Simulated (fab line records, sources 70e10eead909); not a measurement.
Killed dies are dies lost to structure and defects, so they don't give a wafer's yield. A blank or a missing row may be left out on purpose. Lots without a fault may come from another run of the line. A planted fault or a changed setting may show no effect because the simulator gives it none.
Which tool did it? | flow nand_harc | 11 lots, 33 wafers sampled, at 3 steps of a route of 1302

WHAT THE GAUGES READ, wafer by wafer
NHARC_P_BONDPAD_THK_MEAS_20: measures by xrf.
lot  | measured     | on            | thk_nm (nm)
L586 | day 6 21:02  | film_metro-02 | 159.2 161.0 161.4
L588 | day 7 22:00  | film_metro-01 | 163.6 160.4 162.6
L590 | day 8 20:34  | film_metro-01 | 161.9 161.9 162.3
L593 | day 9 20:28  | film_metro-02 | 163.1 160.5 160.9
L598 | day 12 03:22 | film_metro-02 | 161.5 162.6 161.4
L599 | day 12 17:34 | film_metro-02 | 28.6 31.5 31.2
L600 | day 13 04:28 | film_metro-01 | 29.9 29.7 31.9
L601 | day 13 18:19 | film_metro-02 | 30.2 29.7 29.2
L602 | day 13 20:41 | film_metro-01 | 160.0 162.2 161.0
L603 | day 14 03:36 | film_metro-02 | 160.3 159.0 160.6
L608 | day 16 03:19 | film_metro-02 | 160.1 161.3 159.9

WHICH TOOL RAN EACH LOT (tool, then ch and the chambers of the sampled wafers, then the start)
lot  | NHARC_P_BONDPAD_ETCH_37            | NHARC_P_BONDPAD_ECD_18
L586 | rie_diel-09 ch 0,1,3, day 6 18:46  | ecd_cu-02 ch 0,1, day 6 19:59
L588 | rie_diel-08 ch 2,3, day 7 19:45    | ecd_cu-02 ch 0,1, day 7 20:58
L590 | rie_diel-09 ch 2,3, day 8 18:16    | ecd_cu-02 ch 0,1, day 8 19:40
L593 | rie_diel-06 ch 0,3, day 9 18:13    | ecd_cu-01 ch 0,1, day 9 19:28
L598 | rie_diel-08 ch 0,3, day 12 01:05   | ecd_cu-02 ch 0,1, day 12 02:21
L599 | rie_diel-08 ch 0,1,2, day 12 15:19 | ecd_cu-01 ch 0,1, day 12 16:40
L600 | rie_diel-06 ch 1,2, day 13 02:10   | ecd_cu-02 ch 0,1, day 13 03:29
L601 | rie_diel-09 ch 1,2,3, day 13 16:04 | ecd_cu-02 ch 0,1, day 13 17:17
L602 | rie_diel-06 ch 0,3, day 13 18:19   | ecd_cu-01 ch 0, day 13 19:35
L603 | rie_diel-08 ch 1,2, day 14 01:15   | ecd_cu-01 ch 0,1, day 14 02:39
L608 | rie_diel-06 ch 1,2,3, day 16 01:04 | ecd_cu-02 ch 0,1, day 16 02:20
- NHARC_P_BONDPAD_ETCH_37: etches the open film in N2/H2, target depth 60 nm, overetch 18 nm, time 65.91 s.
- NHARC_P_BONDPAD_ECD_18: material Cu, target thk 400 nm.

THE ANSWER, worked out from the rows above alone
Rule: what is usual is taken from the lots themselves. Put in order of their means at a reading, lots are off if they are a third of the lots or fewer, leave a main group of 4 or more, and stand apart from it by a gap of 3 or more times the standard deviation of the main group's means; of several such gaps the widest counts. A main group whose means are all the same, to the digits that the tables above print for the reading, isn't used. A lot without any number at a reading at which 4 lots or more have one is off too. The other lots that the step has rows for count as sound.
Off: L599, L600, L601, at NHARC_P_BONDPAD_THK_MEAS_20 (thk_nm). The main group: mean 161.2 nm, standard deviation 0.77.
A tool fits if, at a process step before that reading, it ran every lot that is off, and no sound lot after the first of them. The gauges at NHARC_P_BONDPAD_THK_MEAS_20 are tried like those tools. None of those tried fits.

WHAT THE SIMULATOR HAD PUT IN
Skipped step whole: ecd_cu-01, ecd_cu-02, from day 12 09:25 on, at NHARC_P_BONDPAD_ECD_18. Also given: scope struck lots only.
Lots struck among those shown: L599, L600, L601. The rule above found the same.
